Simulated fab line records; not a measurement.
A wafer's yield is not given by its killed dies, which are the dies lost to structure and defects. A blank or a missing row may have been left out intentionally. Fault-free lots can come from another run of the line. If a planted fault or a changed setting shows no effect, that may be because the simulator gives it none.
Chamber matching :: flow n5_finfet :: 3 sister chambers for N5_BEOL_M9_PECVD_70 on pecvd-04
The step deposits SiO2 from TEOS/O2, target thk 20 nm, time 22.7 s. 6 wafers are shown with their chamber, then 10 later ones without.

== WAFERS WITH THEIR CHAMBER ==
wafer: L085.5
chamber: 1
throttle_valve_pct (%): 25.1
showerhead_plenum_p_Torr (Torr): 8.84

wafer: L086.4
chamber: 0
throttle_valve_pct (%): 23.4
showerhead_plenum_p_Torr (Torr): 8.88

wafer: L086.5
chamber: 2
throttle_valve_pct (%): 22.5
showerhead_plenum_p_Torr (Torr): 8.79

wafer: L086.6
chamber: 1
throttle_valve_pct (%): 25.0
showerhead_plenum_p_Torr (Torr): 8.87

wafer: L089.3
chamber: 0
throttle_valve_pct (%): 23.3
showerhead_plenum_p_Torr (Torr): 8.89

wafer: L089.4
chamber: 2
throttle_valve_pct (%): 22.2
showerhead_plenum_p_Torr (Torr): 8.81

== WAFERS WITH NO CHAMBER GIVEN ==
wafer: L089.6
throttle_valve_pct (%): 25.0
showerhead_plenum_p_Torr (Torr): 8.86

wafer: L092.1
throttle_valve_pct (%): 22.3
showerhead_plenum_p_Torr (Torr): 8.78

wafer: L092.4
throttle_valve_pct (%): 22.1
showerhead_plenum_p_Torr (Torr): 8.81

wafer: L092.5
throttle_valve_pct (%): 23.4
showerhead_plenum_p_Torr (Torr): 8.88

wafer: L087.1
throttle_valve_pct (%): 23.6
showerhead_plenum_p_Torr (Torr): 8.88

wafer: L087.3
throttle_valve_pct (%): 24.8
showerhead_plenum_p_Torr (Torr): 8.85

wafer: L087.5
throttle_valve_pct (%): 23.5
showerhead_plenum_p_Torr (Torr): 8.89

wafer: L095.2
throttle_valve_pct (%): 22.6
showerhead_plenum_p_Torr (Torr): 8.79

wafer: L095.5
throttle_valve_pct (%): 25.2
showerhead_plenum_p_Torr (Torr): 8.84

wafer: L095.6
throttle_valve_pct (%): 23.4
showerhead_plenum_p_Torr (Torr): 8.87

== EACH ONE'S CHAMBER ==
wafer: L089.6
from the rows above: 1
in truth: 1

wafer: L092.1
from the rows above: 2
in truth: 2

wafer: L092.4
from the rows above: 2
in truth: 2

wafer: L092.5
from the rows above: 0
in truth: 0

wafer: L087.1
from the rows above: 0
in truth: 0

wafer: L087.3
from the rows above: 1
in truth: 1

wafer: L087.5
from the rows above: 0
in truth: 0

wafer: L095.2
from the rows above: 2
in truth: 2

wafer: L095.5
from the rows above: 1
in truth: 1

wafer: L095.6
from the rows above: 0
in truth: 0
10 of 10 placed correctly. Not placeable from these rows: 0. Number placed wrongly: 0.
How it was worked out, from the rows above alone: a wafer's distance from a chamber is the root of the sum, over the readings, of the square of ((its reading less the chamber's mean) divided by the reading's scatter). The wafer belongs to the nearest chamber; if the next one is less than 2 further off, it can't be placed. The mean given for a chamber averages the wafers shown for that chamber. The scatter: take each reading less its chamber's mean, square it, sum over the shown wafers, divide by the number of wafers less the number of chambers, and take the root.
